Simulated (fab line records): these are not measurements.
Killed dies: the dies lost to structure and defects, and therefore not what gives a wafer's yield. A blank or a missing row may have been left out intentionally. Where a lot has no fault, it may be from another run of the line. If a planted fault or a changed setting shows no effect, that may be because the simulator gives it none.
fab line records | flow n5_finfet
[record] lots = 12 | wafers = 36 | last_day = 18
route steps=1938 shown GATE_CUT@501 PAD_METAL@1893 PASSIVATION@1905
lots that met no fault: from a run of the same line without faults
start_h: hours from the record's first day to the start of the lot's first wafer shown | wait_h: hours elapsed since this lot's preceding step | " the same as in the row above | L1.1+2: a row that stands for several wafers | - value missing, or start not given | * or withheld: withheld | < > ~ a bound
route shown NAME@n: a module of which the file shows steps, and the number in the route of the first | usual: the fault-free wafers' mean and standard deviation | same: alike in all rows | chamber/n: place in a boat | sites: per-site readings | _std_site: how widely they spread, as a standard deviation | _edge_site: mean of outer sites minus mean of inner sites | radius_mm: for every site, how far away it sits from the centre of the wafer | mask NAME#n: copy n | behind: the most recent tool/chamber to have shaped the wafer | hold: the reason the lot was held/the length of the hold in hours/how it ended | device: whichever transistor did not switch (one of n, p or np) | end of line: the tests these same wafers got at the end of their route | step lacking rows: just its recipe | killed: dies that structure and defects cost at the first sort, which is not the same as the wafer's yield | map: per-die view of a wafer (x killed, . not killed, _ where there is no die)
set.NAME: setting as actually run; set.NAME@STEP: the setting as run at that earlier step | model.NAME: the simulator's own value behind a step, which no gauge read
steps of the route over a sample of lots; a table a step, a row a wafer
services: from which hour (start_h, from the record's first day; less than 0 if before it) a tool's chamber was out of use, for how many hours, and why
[[steps]]
[step N5_GATE_CUT_CUT_ETCH_54]
[recipe] chemistry = Cl2/BCl3 | target = TiN | mask_material = SiO2 | target_depth_a = 967 | pressure_mtorr = 10 | icp_w = 1000 | bias_w = 126 | Cl2_flow_sccm = 53.25 | bcl3_flow_sccm = 21.75 | Ar_flow_sccm = 25 | ends = cleared
[usual] drypump_motor_current_A = 5.9/0.44 | etch_rf_on_time_s = 36.8/1.3 | oes_product_au = 0.65/0.095 | throttle_valve_pct = 22.32/0.25
lot.wafer | tool         | chamber | start_h | wait_h | drypump_motor_current_A | etch_rf_on_time_s | oes_product_au | rf_hours_counter_h | throttle_valve_pct
L787.3    | rie_metal-02 | 1       | 83.48   | 0.0    | 6.4                     | 37.1              | 0.58           | -                  | 22.01
L787.4    | "            | 0       | "       | "      | 6.3                     | 37.3              | 0.50           | -                  | 22.78
L787.5    | "            | 1       | "       | "      | 6.4                     | 37.0              | 0.59           | -                  | 22.00
L788.2    | rie_metal-01 | 1       | 93.73   | 0.0    | 5.4                     | 36.1              | 0.65           | 67                 | 22.08
L788.5    | "            | 0       | "       | "      | 5.5                     | 37.6              | 0.56           | -                  | 22.40
L788.6    | "            | 1       | "       | "      | 5.4                     | 36.0              | 0.65           | -                  | 22.09
L789.1    | rie_metal-02 | 1       | 107.51  | 0.1    | 6.4                     | 37.3              | 0.58           | 100                | 22.03
L789.4    | "            | 1       | "       | "      | 6.4                     | 37.3              | 0.58           | -                  | 22.03
L789.6    | "            | 1       | "       | "      | 6.4                     | 37.2              | 0.58           | -                  | 22.02
L790.3    | rie_metal-03 | 0       | 115.33  | 0.0    | 5.5                     | 34.2              | 0.62           | -                  | 22.36
L790.5    | "            | 0       | "       | "      | 5.5                     | 33.8              | 0.63           | -                  | 22.36
L790.6    | "            | 1       | "       | "      | 5.5                     | 37.1              | 0.71           | -                  | 22.77
L791.1    | rie_metal-02 | 1       | 115.54  | 0.0    | 6.4                     | 37.8              | 0.57           | 101                | 22.04
L791.2    | "            | 0       | "       | "      | 6.4                     | 37.1              | 0.87           | 1                  | 22.31
L791.5    | "            | 0       | "       | "      | 6.3                     | 36.9              | 0.87           | -                  | 22.33
L792.3    | rie_metal-01 | 1       | 118.54  | 0.0    | 5.4                     | 36.2              | 0.65           | -                  | 22.10
L792.4    | "            | 0       | "       | "      | 5.6                     | 37.7              | 0.55           | -                  | 22.41
L792.6    | "            | 0       | "       | "      | 5.6                     | 37.6              | 0.56           | -                  | 22.40
L793.3    | rie_metal-03 | 1       | 125.53  | 0.0    | 5.5                     | 37.1              | 0.71           | -                  | 22.79
L793.4    | "            | 0       | "       | "      | 5.5                     | 33.9              | 0.63           | -                  | 22.35
L793.5    | "            | 1       | "       | "      | 5.5                     | 37.1              | 0.70           | -                  | 22.77
L798.1    | rie_metal-02 | 0       | 153.06  | 0.0    | 6.4                     | 37.6              | 0.82           | 5                  | 22.34
L798.4    | "            | 1       | "       | "      | 6.4                     | 37.6              | 0.57           | -                  | 22.04
L798.6    | "            | 0       | "       | "      | 6.3                     | 38.0              | 0.82           | -                  | 22.34
L800.1    | rie_metal-02 | 1       | 168.16  | 0.0    | 6.4                     | 37.4              | 0.57           | 107                | 22.05
L800.4    | "            | 0       | "       | "      | 6.3                     | 37.1              | 0.81           | -                  | 22.32
L800.5    | "            | 0       | "       | "      | 6.3                     | 37.1              | 0.81           | -                  | 22.32
L808.1    | rie_metal-01 | 0       | 211.54  | 0.0    | 5.5                     | 37.5              | 0.54           | 123                | 22.41
L808.3    | "            | 1       | "       | "      | 5.4                     | 36.3              | 0.63           | -                  | 22.10
L808.4    | "            | 0       | "       | "      | 5.5                     | 38.0              | 0.54           | -                  | 22.42
L810.1    | rie_metal-02 | 0       | 220.22  | 0.0    | 6.4                     | 37.4              | 0.78           | 12                 | 22.35
L810.3    | "            | 1       | "       | "      | 6.4                     | 37.7              | 0.56           | -                  | 22.06
L810.5    | "            | 1       | "       | "      | 6.4                     | 37.5              | 0.56           | -                  | 22.05
L809.1    | rie_metal-01 | 1       | 222.56  | 0.0    | 5.4                     | 36.0              | 0.64           | 77                 | 22.10
L809.3    | "            | 1       | "       | "      | 5.4                     | 36.0              | 0.63           | -                  | 22.12
L809.5    | "            | 0       | "       | "      | 5.5                     | 37.3              | 0.55           | -                  | 22.41
[step N5_PASSIVATION_DEGAS_18]
[recipe] ambient = vacuum | temp_c = 300 | time_s = 60
[usual] heater_power_w = 466/30
lot.wafer | tool           | chamber | start_h | wait_h | heater_power_w
L787.3    | pvd_sputter-03 | -       | 266.38  | 0.0    | 440
L787.4    | "              | -       | "       | "      | 505
L787.5    | "              | -       | "       | "      | 486
L788.2    | pvd_sputter-02 | -       | 271.49  | 0.3    | 476
L788.5    | "              | -       | "       | "      | 479
L788.6    | "              | -       | "       | "      | 411
L789.1    | pvd_sputter-03 | -       | 280.30  | 0.0    | 439
L789.4    | "              | -       | "       | "      | 460
L789.6    | "              | -       | "       | "      | 486
L793.3    | pvd_sputter-03 | -       | 305.08  | 1.9    | 490
L793.4    | "              | -       | "       | "      | 450
L793.5    | "              | -       | "       | "      | 499
L792.3    | pvd_sputter-03 | -       | 306.72  | 0.3    | 492
L792.4    | "              | -       | "       | "      | 494
L792.6    | "              | -       | "       | "      | 447
L791.1    | pvd_sputter-01 | -       | 310.87  | 0.4    | 463
L791.2    | "              | -       | "       | "      | 396
L791.5    | "              | -       | "       | "      | 475
L790.3    | pvd_sputter-03 | -       | 314.41  | 0.0    | 495
L790.5    | "              | -       | "       | "      | 495
L790.6    | "              | -       | "       | "      | 463
L798.1    | pvd_sputter-03 | -       | 345.77  | 0.4    | 487
L798.4    | "              | -       | "       | "      | 452
L798.6    | "              | -       | "       | "      | 498
L800.1    | pvd_sputter-03 | -       | 362.94  | 2.2    | 456
L800.4    | "              | -       | "       | "      | 499
L800.5    | "              | -       | "       | "      | 487
L808.1    | pvd_sputter-03 | -       | 397.77  | 1.3    | 496
L808.3    | "              | -       | "       | "      | 446
L808.4    | "              | -       | "       | "      | 452
L809.1    | pvd_sputter-03 | -       | 414.14  | 0.4    | 501
L809.3    | "              | -       | "       | "      | 454
L809.5    | "              | -       | "       | "      | 486
L810.1    | pvd_sputter-01 | -       | 418.94  | 0.5    | 506
L810.3    | "              | -       | "       | "      | 408
L810.5    | "              | -       | "       | "      | 402
[step N5_PASSIVATION_CD_MEAS_30]
[recipe] target_cd_nm = 4000 | landing_energy_ev = 500 | detector = se_inlens | polarity = opening
[usual] cd_nm = 3999.5/2.1
lot.wafer | tool      | chamber | start_h | wait_h | cd_nm
L787.3    | cd_sem-02 | 0       | 267.15  | -      | 4002.9
L787.4    | "         | 0       | "       | "      | 4002.4
L787.5    | "         | 0       | "       | "      | 4001.0
L788.2    | cd_sem-02 | 0       | 272.14  | -      | 3995.9
L788.5    | "         | 0       | "       | "      | 3999.1
L788.6    | "         | 0       | "       | "      | 3998.1
L789.1    | cd_sem-01 | 0       | 280.96  | -      | 4000.7
L789.4    | "         | 0       | "       | "      | 4002.4
L789.6    | "         | 0       | "       | "      | 3999.7
L793.3    | cd_sem-02 | 0       | 305.73  | -      | 4000.7
L793.4    | "         | 0       | "       | "      | 4002.3
L793.5    | "         | 0       | "       | "      | 4000.7
L792.3    | cd_sem-02 | 0       | 307.37  | -      | 3998.2
L792.4    | "         | 0       | "       | "      | 3999.7
L792.6    | "         | 0       | "       | "      | 3995.7
L791.1    | cd_sem-01 | 0       | 311.65  | -      | 3999.9
L791.2    | "         | 0       | "       | "      | 3995.9
L791.5    | "         | 0       | "       | "      | 4000.6
L790.3    | cd_sem-01 | 0       | 315.06  | -      | 4000.4
L790.5    | "         | 0       | "       | "      | 4001.9
L790.6    | "         | 0       | "       | "      | 3998.1
L798.1    | cd_sem-02 | 0       | 346.42  | -      | 4004.0
L798.4    | "         | 0       | "       | "      | 4001.5
L798.6    | "         | 0       | "       | "      | 4002.0
L800.1    | cd_sem-03 | 0       | 363.72  | -      | 4002.0
L800.4    | "         | 0       | "       | "      | 3999.6
L800.5    | "         | 0       | "       | "      | 4003.0
L808.1    | cd_sem-02 | 0       | 398.42  | -      | 3998.4
L808.3    | "         | 0       | "       | "      | 3999.4
L808.4    | "         | 0       | "       | "      | 3999.4
L809.1    | cd_sem-02 | 0       | 414.79  | -      | 3995.8
L809.3    | "         | 0       | "       | "      | 3997.2
L809.5    | "         | 0       | "       | "      | 3997.2
L810.1    | cd_sem-01 | 0       | 419.59  | -      | 4000.3
L810.3    | "         | 0       | "       | "      | 4002.5
L810.5    | "         | 0       | "       | "      | 4001.9
[step N5_PASSIVATION_PECVD_35]
[recipe] material = SiNx | target_thk_a = 7000 | temp_c = 400 | precursor = SiH4/NH3/N2 | pressure_torr = 4.9 | rf_w = 1406 | time_s = 151.3
[usual] heater_power_w = 418/83 | showerhead_plenum_p_Torr = 8.72/0.063 | throttle_valve_pct = 27.9/0.9
lot.wafer | tool     | chamber | start_h | wait_h | heater_power_w | showerhead_plenum_p_Torr | throttle_valve_pct
L787.3    | pecvd-01 | 1       | 268.46  | 0.1    | 571            | 8.70                     | 28.7
L787.4    | "        | 1       | "       | "      | 406            | 8.76                     | 29.0
L787.5    | "        | 2       | "       | "      | 286            | 8.84                     | 26.2
L788.2    | pecvd-04 | 1       | 273.98  | 0.1    | 303            | 8.69                     | 28.6
L788.5    | "        | 0       | "       | "      | 532            | 8.64                     | 28.0
L788.6    | "        | 1       | "       | "      | 342            | 8.70                     | 28.4
L789.1    | pecvd-02 | 0       | 282.38  | 0.1    | 342            | 8.66                     | 28.4
L789.4    | "        | 1       | "       | "      | 289            | 8.68                     | 27.6
L789.6    | "        | 0       | "       | "      | 367            | 8.66                     | 28.8
L793.3    | pecvd-04 | 0       | 307.17  | 0.1    | 519            | 8.65                     | 27.7
L793.4    | "        | 2       | "       | "      | 378            | 8.65                     | 26.4
L793.5    | "        | 2       | "       | "      | 413            | 8.64                     | 26.3
L792.3    | pecvd-04 | 0       | 309.48  | 0.1    | 601            | 8.66                     | 27.9
L792.4    | "        | 2       | "       | "      | 434            | 8.66                     | 26.7
L792.6    | "        | 0       | "       | "      | 433            | 8.65                     | 27.9
L791.1    | pecvd-01 | 1       | 313.07  | 0.1    | 485            | 8.70                     | 28.9
L791.2    | "        | 0       | "       | "      | 352            | 8.78                     | 28.2
L791.5    | "        | 2       | "       | "      | 389            | 8.82                     | 26.4
L790.3    | pecvd-04 | 0       | 317.04  | 0.1    | 427            | 8.65                     | 27.9
L790.5    | "        | 2       | "       | "      | 371            | 8.65                     | 26.3
L790.6    | "        | 0       | "       | "      | 496            | 8.63                     | 28.0
L798.1    | pecvd-01 | 0       | 347.88  | 0.1    | 459            | 8.76                     | 28.5
L798.4    | "        | 0       | "       | "      | 480            | 8.80                     | 28.7
L798.6    | "        | 0       | "       | "      | 321            | 8.78                     | 28.6
L800.1    | pecvd-04 | 0       | 365.43  | 0.1    | 588            | 8.66                     | 28.1
L800.4    | "        | 2       | "       | "      | 309            | 8.67                     | 26.6
L800.5    | "        | 0       | "       | "      | 422            | 8.64                     | 27.8
L808.1    | pecvd-01 | 1       | 399.72  | 0.1    | 412            | 8.70                     | 28.7
L808.3    | "        | 0       | "       | "      | 451            | 8.78                     | 28.5
L808.4    | "        | 1       | "       | "      | 473            | 8.72                     | 28.7
L809.1    | pecvd-01 | 2       | 416.16  | 0.1    | 381            | 8.84                     | 26.7
L809.3    | "        | 1       | "       | "      | 417            | 8.71                     | 28.9
L809.5    | "        | 2       | "       | "      | 405            | 8.81                     | 26.5
L810.1    | pecvd-02 | 1       | 420.98  | 0.1    | 430            | 8.71                     | 27.4
L810.3    | "        | 2       | "       | "      | 494            | 8.70                     | 29.0
L810.5    | "        | 2       | "       | "      | 521            | 8.70                     | 29.0
[step N5_PASSIVATION_PROBE_49]
[usual] killed_at_M0_to_M3 = 37/12 | killed_at_M4_up = 14/5.3 | killed_at_contacts = 12/6.2 | killed_at_front_end = 41/11 | killed_at_other = 3.7/2.9 | killed_dies = 107/17 | killed_open = 71/12 | killed_short = 34/7.9
[same] gross_dies = 1180 | killed_at_back_side = 0
lot.wafer | tool      | chamber | start_h | wait_h | killed_at_M0_to_M3 | killed_at_M4_up | killed_at_contacts | killed_at_front_end | killed_at_other | killed_dies | killed_open | killed_short
L788.2    | prober-02 | -       | 277.60  | 0.1    | 41                 | 3               | 15                 | 32                  | 7               | 98          | 66          | 30
L788.5    | prober-02 | -       | 277.75  | 0.2    | 42                 | 13              | 4                  | 43                  | 1               | 103         | 66          | 33
L788.6    | prober-02 | -       | 277.80  | 0.3    | 43                 | 7               | 17                 | 33                  | 5               | 105         | 68          | 34
L793.3    | prober-01 | -       | 310.99  | 0.1    | 51                 | 10              | 9                  | 31                  | 4               | 105         | 74          | 31
L793.4    | prober-01 | -       | 311.04  | 0.2    | 25                 | 16              | 17                 | 32                  | 2               | 92          | 65          | 27
L793.5    | prober-01 | -       | 311.09  | 0.2    | 40                 | 19              | 12                 | 35                  | 1               | 107         | 75          | 32
L792.3    | prober-01 | -       | 313.30  | 0.1    | 44                 | 10              | 10                 | 65                  | 4               | 133         | 84          | 45
L792.4    | prober-01 | -       | 313.35  | 0.2    | 20                 | 12              | 15                 | 35                  | 1               | 83          | 49          | 30
L792.6    | prober-01 | -       | 313.45  | 0.3    | 29                 | 6               | 16                 | 38                  | 1               | 90          | 55          | 33
L791.1    | prober-01 | -       | 316.90  | 0.0    | 25                 | 19              | 7                  | 34                  | 1               | 86          | 56          | 29
L791.2    | prober-01 | -       | 316.95  | 0.1    | 35                 | 11              | 5                  | 42                  | 4               | 97          | 61          | 36
L791.5    | prober-01 | -       | 317.10  | 0.2    | 25                 | 11              | 2                  | 21                  | 1               | 60          | 40          | 19
L790.3    | prober-01 | -       | 320.89  | 0.1    | 39                 | 9               | 7                  | 62                  | 3               | 120         | 72          | 46
L790.5    | prober-01 | -       | 320.99  | 0.2    | 33                 | 10              | 12                 | 54                  | 7               | 116         | 84          | 29
L790.6    | prober-01 | -       | 321.04  | 0.3    | 22                 | 12              | 13                 | 63                  | 6               | 116         | 80          | 35
L798.1    | prober-02 | -       | 352.81  | 0.0    | 50                 | 5               | 25                 | 140                 | 4               | 224         | 80          | 46
L798.4    | prober-02 | -       | 352.96  | 0.2    | 43                 | 17              | 17                 | 32                  | 2               | 111         | 73          | 37
L798.6    | prober-02 | -       | 353.06  | 0.3    | 28                 | 16              | 7                  | 137                 | 5               | 193         | 56          | 24
L800.1    | prober-01 | -       | 369.45  | 0.4    | 18                 | 18              | 9                  | 68                  | 6               | 119         | 78          | 36
L800.4    | prober-01 | -       | 369.60  | 0.6    | 27                 | 10              | 2                  | 140                 | 6               | 185         | 59          | 23
L800.5    | prober-01 | -       | 369.65  | 0.6    | 25                 | 19              | 3                  | 137                 | 2               | 186         | 57          | 15
L808.1    | prober-01 | -       | 403.41  | 0.0    | 34                 | 13              | 6                  | 62                  | 1               | 116         | 72          | 41
L808.3    | prober-01 | -       | 403.51  | 0.1    | 43                 | 16              | 16                 | 23                  | 4               | 102         | 63          | 38
L808.4    | prober-01 | -       | 403.56  | 0.2    | 52                 | 10              | 13                 | 39                  | 1               | 115         | 72          | 42
L809.1    | prober-02 | -       | 419.72  | 0.0    | 45                 | 9               | 11                 | 54                  | 4               | 123         | 79          | 37
L809.3    | prober-02 | -       | 419.82  | 0.1    | 29                 | 10              | 9                  | 38                  | 2               | 88          | 59          | 29
L809.5    | prober-02 | -       | 419.92  | 0.2    | 26                 | 7               | 9                  | 40                  | 8               | 90          | 60          | 24
// killed by level:class
L788.2 MOL_CONTACT_COAG:geometric_particle:open=14 FIN_SAQP:geometric_particle:open=9 BEOL_M0_SAQP:geometric_particle:short=9 BEOL_M0_SAQP:geometric_particle:open=8 BEOL_M3:geometric_particle:open=7 DUMMY_GATE:geometric_particle:open=5 BEOL_M2:geometric_particle:open=5 FIN_SAQP:geometric_particle:short=4
L788.5 BEOL_M0_SAQP:geometric_particle:short=14 DUMMY_GATE:geometric_particle:open=8 BEOL_M0_SAQP:geometric_particle:open=8 BEOL_M1:geometric_particle:open=6 BEOL_M4:geometric_particle:open=6 STI_FIN_REVEAL:geometric_particle:open=5 GATE_CUT:geometric_particle:short=4 BEOL_M0:geometric_particle:open=4
L788.6 MOL_CONTACT_COAG:geometric_particle:open=9 BEOL_M1:geometric_particle:open=9 BEOL_M0_SAQP:geometric_particle:open=8 BEOL_M2:geometric_particle:open=8 MOL_CONTACT_COAG:geometric_particle:short=7 FIN_SAQP:geometric_particle:open=6 FIN_SAQP:geometric_particle:short=5 BEOL_M0_SAQP:geometric_particle:short=5
L793.3 BEOL_M0_SAQP:geometric_particle:open=16 BEOL_M0_SAQP:geometric_particle:short=12 STI_FIN_REVEAL:geometric_particle:open=9 BEOL_M1:geometric_particle:open=8 MOL_CONTACT_COAG:geometric_particle:open=7 BEOL_M3:geometric_particle:open=6 BEOL_M2:geometric_particle:open=5 FIN_SAQP:geometric_particle:short=4
L793.4 MOL_CONTACT_COAG:geometric_particle:open=12 STI_FIN_REVEAL:geometric_particle:open=7 BEOL_M0_SAQP:geometric_particle:short=7 BEOL_M0_SAQP:geometric_particle:open=7 BEOL_M4:geometric_particle:open=7 FIN_SAQP:geometric_particle:open=5 FIN_SAQP:geometric_particle:short=5 MOL_CONTACT_COAG:geometric_particle:short=5
L793.5 BEOL_M0_SAQP:geometric_particle:short=11 FIN_SAQP:geometric_particle:open=9 MOL_CONTACT_COAG:geometric_particle:open=9 BEOL_M2:geometric_particle:open=9 BEOL_M0_SAQP:geometric_particle:open=7 BEOL_M1:geometric_particle:open=7 BEOL_M4:geometric_particle:open=7 DUMMY_GATE:geometric_particle:open=5
L792.3 STI_FIN_REVEAL:geometric_particle:open=26 BEOL_M0_SAQP:geometric_particle:short=10 MOL_CONTACT_COAG:geometric_particle:open=9 BEOL_M0_SAQP:geometric_particle:open=8 BEOL_M1:geometric_particle:open=8 FIN_SAQP:geometric_particle:open=5 STI_FIN_REVEAL:geometric_particle:short=5 DUMMY_GATE:geometric_particle:open=5
L792.4 MOL_CONTACT_COAG:geometric_particle:open=11 STI_FIN_REVEAL:geometric_particle:open=7 BEOL_M0_SAQP:geometric_particle:short=7 BEOL_M0_SAQP:geometric_particle:open=6 DUMMY_GATE:geometric_particle:open=5 BEOL_M5:geometric_particle:open=5 MOL_CONTACT_COAG:geometric_particle:short=4 HKMG_FIN:area_etch=4
L792.6 MOL_CONTACT_COAG:geometric_particle:open=13 BEOL_M1:geometric_particle:open=13 STI_FIN_REVEAL:geometric_particle:open=10 GATE_CUT:geometric_particle:short=6 BEOL_M0_SAQP:geometric_particle:short=5 BEOL_M1:geometric_particle:short=5 BEOL_M0_SAQP:geometric_particle:open=4 STARTING-WAFER:geometric_particle:open=4
L791.1 FIN_SAQP:geometric_particle:short=7 BEOL_M1:geometric_particle:open=7 BEOL_M4:geometric_particle:open=7 STI_FIN_REVEAL:geometric_particle:open=6 BEOL_M3:geometric_particle:open=6 MOL_CONTACT_COAG:geometric_particle:short=5 GATE_CUT:geometric_particle:short=4 BEOL_M2:geometric_particle:open=4
L791.2 BEOL_M0_SAQP:geometric_particle:open=14 FIN_SAQP:geometric_particle:short=12 FIN_SAQP:geometric_particle:open=9 BEOL_M0_SAQP:geometric_particle:short=7 BEOL_M7:geometric_particle:open=6 DUMMY_GATE:geometric_particle:open=5 BEOL_M0:geometric_particle:open=4 FIN_CUT:geometric_particle:open=3
L791.5 BEOL_M2:geometric_particle:open=10 FIN_SAQP:geometric_particle:open=7 FIN_SAQP:geometric_particle:short=5 BEOL_M4:geometric_particle:open=5 BEOL_M3:geometric_particle:open=4 BEOL_M1:geometric_particle:open=4 BEOL_M0_SAQP:geometric_particle:short=3 BEOL_M1:geometric_particle:short=3
L790.3 FIN_SAQP:geometric_particle:short=19 FIN_SAQP:geometric_particle:open=15 STI_FIN_REVEAL:geometric_particle:open=13 BEOL_M0_SAQP:geometric_particle:short=9 BEOL_M3:geometric_particle:open=8 BEOL_M1:geometric_particle:open=6 MOL_CONTACT_COAG:geometric_particle:open=5 BEOL_M0_SAQP:geometric_particle:open=5
L790.5 STI_FIN_REVEAL:geometric_particle:open=20 FIN_SAQP:geometric_particle:open=11 FIN_SAQP:geometric_particle:short=9 MOL_CONTACT_COAG:geometric_particle:open=9 BEOL_M0_SAQP:geometric_particle:open=7 BEOL_M3:geometric_particle:open=7 STARTING-WAFER:geometric_particle:open=6 BEOL_M0_SAQP:geometric_particle:short=5
L790.6 FIN_SAQP:geometric_particle:open=31 FIN_SAQP:geometric_particle:short=19 MOL_CONTACT_COAG:geometric_particle:open=13 BEOL_M4:geometric_particle:open=7 BEOL_M0_SAQP:geometric_particle:short=5 BEOL_M0_SAQP:geometric_particle:open=5 DUMMY_GATE:geometric_particle:open=4 BEOL_M1:geometric_particle:open=4
L798.1 GATE_CUT:unspecified=93 MOL_CONTACT_COAG:geometric_particle:open=20 FIN_SAQP:geometric_particle:short=13 BEOL_M0_SAQP:geometric_particle:open=12 BEOL_M3:geometric_particle:open=11 BEOL_M0_SAQP:geometric_particle:short=10 BEOL_M2:geometric_particle:open=10 GATE_CUT:geometric_particle:short=8
L798.4 MOL_CONTACT_COAG:geometric_particle:open=14 BEOL_M0_SAQP:geometric_particle:short=13 BEOL_M2:geometric_particle:open=8 BEOL_M3:geometric_particle:open=8 FIN_SAQP:geometric_particle:open=7 BEOL_M0_SAQP:geometric_particle:open=7 BEOL_M4:geometric_particle:open=6 STARTING-WAFER:geometric_particle:short=5
L798.6 GATE_CUT:unspecified=110 BEOL_M0_SAQP:geometric_particle:open=8 FIN_SAQP:geometric_particle:open=6 BEOL_M0_SAQP:geometric_particle:short=6 BEOL_M2:geometric_particle:open=5 DUMMY_GATE:geometric_particle:open=4 MOL_CONTACT_COAG:geometric_particle:open=4 BEOL_M4:geometric_particle:open=4
L800.1 STI_FIN_REVEAL:geometric_particle:open=14 FIN_SAQP:geometric_particle:short=13 FIN_SAQP:geometric_particle:open=8 DUMMY_GATE:geometric_particle:open=8 STARTING-WAFER:geometric_particle:open=8 BEOL_M4:geometric_particle:open=5 MOL_CONTACT_COAG:geometric_particle:open=5 BEOL_M1:geometric_particle:open=5
L800.4 GATE_CUT:unspecified=102 BEOL_M2:geometric_particle:open=15 FIN_SAQP:geometric_particle:open=11 STI_FIN_REVEAL:geometric_particle:open=6 ILD0:geometric_particle:open=6 BEOL_M1:geometric_particle:open=5 FIN_SAQP:geometric_particle:short=4 BEOL_M4:geometric_particle:open=4
L800.5 GATE_CUT:unspecified=110 BEOL_M4:geometric_particle:open=11 FIN_SAQP:geometric_particle:open=9 BEOL_M2:geometric_particle:open=7 STI_FIN_REVEAL:geometric_particle:open=6 BEOL_M3:geometric_particle:open=5 MOL_CONTACT_COAG:geometric_particle:open=3 BEOL_M0_SAQP:geometric_particle:open=3
L808.1 FIN_SAQP:geometric_particle:open=22 FIN_SAQP:geometric_particle:short=12 GATE_CUT:geometric_particle:short=9 BEOL_M0_SAQP:geometric_particle:open=7 BEOL_M1:geometric_particle:open=7 BEOL_M3:geometric_particle:short=6 BEOL_M4:geometric_particle:open=6 BEOL_M2:geometric_particle:open=5
L808.3 MOL_CONTACT_COAG:geometric_particle:open=12 BEOL_M4:geometric_particle:open=9 BEOL_M1:geometric_particle:open=8 BEOL_M0_SAQP:geometric_particle:short=8 BEOL_M2:geometric_particle:open=7 BEOL_M0_SAQP:geometric_particle:open=6 BEOL_M3:geometric_particle:short=6 FIN_SAQP:geometric_particle:short=5
L808.4 BEOL_M0_SAQP:geometric_particle:open=16 BEOL_M1:geometric_particle:open=12 FIN_SAQP:geometric_particle:open=11 MOL_CONTACT_COAG:geometric_particle:open=11 BEOL_M3:geometric_particle:short=8 BEOL_M0_SAQP:geometric_particle:short=7 FIN_SAQP:geometric_particle:short=6 BEOL_M1:geometric_particle:short=6
L809.1 BEOL_M1:geometric_particle:open=16 STI_FIN_REVEAL:geometric_particle:open=10 MOL_CONTACT_COAG:geometric_particle:open=10 GATE_CUT:geometric_particle:short=8 BEOL_M3:geometric_particle:open=8 FIN_SAQP:geometric_particle:short=7 FIN_SAQP:geometric_particle:open=6 DUMMY_GATE:geometric_particle:open=6
L809.3 BEOL_M1:geometric_particle:open=15 GATE_CUT:geometric_particle:short=10 BEOL_M5:geometric_particle:open=9 MOL_CONTACT_COAG:geometric_particle:open=8 STARTING-WAFER:geometric_particle:open=6 STI_FIN_REVEAL:geometric_particle:open=5 FIN_SAQP:geometric_particle:short=4 STI_FIN_REVEAL:geometric_particle:short=4
L809.5 BEOL_M1:geometric_particle:open=11 STI_FIN_REVEAL:geometric_particle:open=9 DUMMY_GATE:geometric_particle:open=5 MOL_CONTACT_COAG:geometric_particle:open=5 HKMG_FIN:area_etch=5 GATE_CUT:geometric_particle:short=4 MOL_CONTACT_COAG:geometric_particle:short=4 BEOL_M2:geometric_particle:open=4
[[services]]
tool           | chamber | start_h | hours | kind
pecvd-01       | -       | 80.04   | 28.1  | pm
rie_metal-02   | 0       | 83.84   | -     | clean
rie_metal-02   | 0       | 83.84   | 23.6  | scheduled_down
rie_metal-02   | 0       | 83.84   | 23.6  | vent_cycle
pvd_sputter-01 | -       | 86.52   | 4.8   | repair
pecvd-04       | 1       | 99.31   | 8.8   | repair
pvd_sputter-01 | -       | 137.17  | 2.2   | repair
pecvd-01       | -       | 139.51  | 14.6  | pm
rie_metal-01   | -       | 171.73  | 28.1  | pm
pvd_sputter-01 | -       | 231.67  | 2.2   | repair
pvd_sputter-01 | -       | 236.50  | 2.7   | repair
rie_metal-03   | -       | 242.81  | 14.6  | pm
rie_metal-03   | -       | 258.06  | 1.4   | pm
pecvd-01       | -       | 262.81  | 2.8   | pm
pecvd-02       | -       | 265.94  | 6.0   | pm
rie_metal-02   | 1       | 285.18  | -     | clean
rie_metal-02   | 1       | 285.18  | 24.6  | scheduled_down
rie_metal-02   | 1       | 285.18  | 24.6  | vent_cycle
pecvd-02       | -       | 289.68  | 2.4   | repair
pecvd-04       | 1       | 297.75  | 48.4  | repair
pecvd-04       | 2       | 333.04  | 2.6   | repair
pvd_sputter-01 | -       | 339.12  | 1.2   | repair
rie_metal-02   | 1       | 359.03  | 12.6  | repair
rie_metal-03   | -       | 406.91  | 10.0  | pm
[[key]]
[first_sign] step = N5_PASSIVATION_PROBE_49 | reading = killed_at_front_end | direction = up | sigmas = 9.1 | usual = 41 | struck = 138
[effect] step = N5_PASSIVATION_PROBE_49 | reading = killed_dies | direction = up | sigmas = 5.2 | usual = 107 | struck = 197
[more_kills_born_at] N5_GATE_CUT_CUT_ETCH_54@rie_metal-02 = 415
met_at N5_GATE_CUT_CUT_ETCH_54
struck_lots L798,L800
struck_wafers L798.1,L798.6,L800.4,L800.5
tester_left_out L798,L800
not_acting_at N5_PASSIVATION_DEGAS_18,N5_PASSIVATION_CD_MEAS_30,N5_PASSIVATION_PECVD_35
onset_between 115.54 153.06
[fault] kind = chamber_particle_source | tool = rie_metal-02 | chamber = 0 | onset_h = 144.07 | steps = N5_GATE_CUT_CUT_ETCH_54 | rate_per_visit_cm2 = 0.5001 | end_h = 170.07
// tester_left_out: of these lots the tester's yield and bins aren't shown, on N5 and GAA mostly nor the transistor test; their killed dies are dies lost to structure and defects alone, not to doping, threshold or leakage, so they don't give the yield
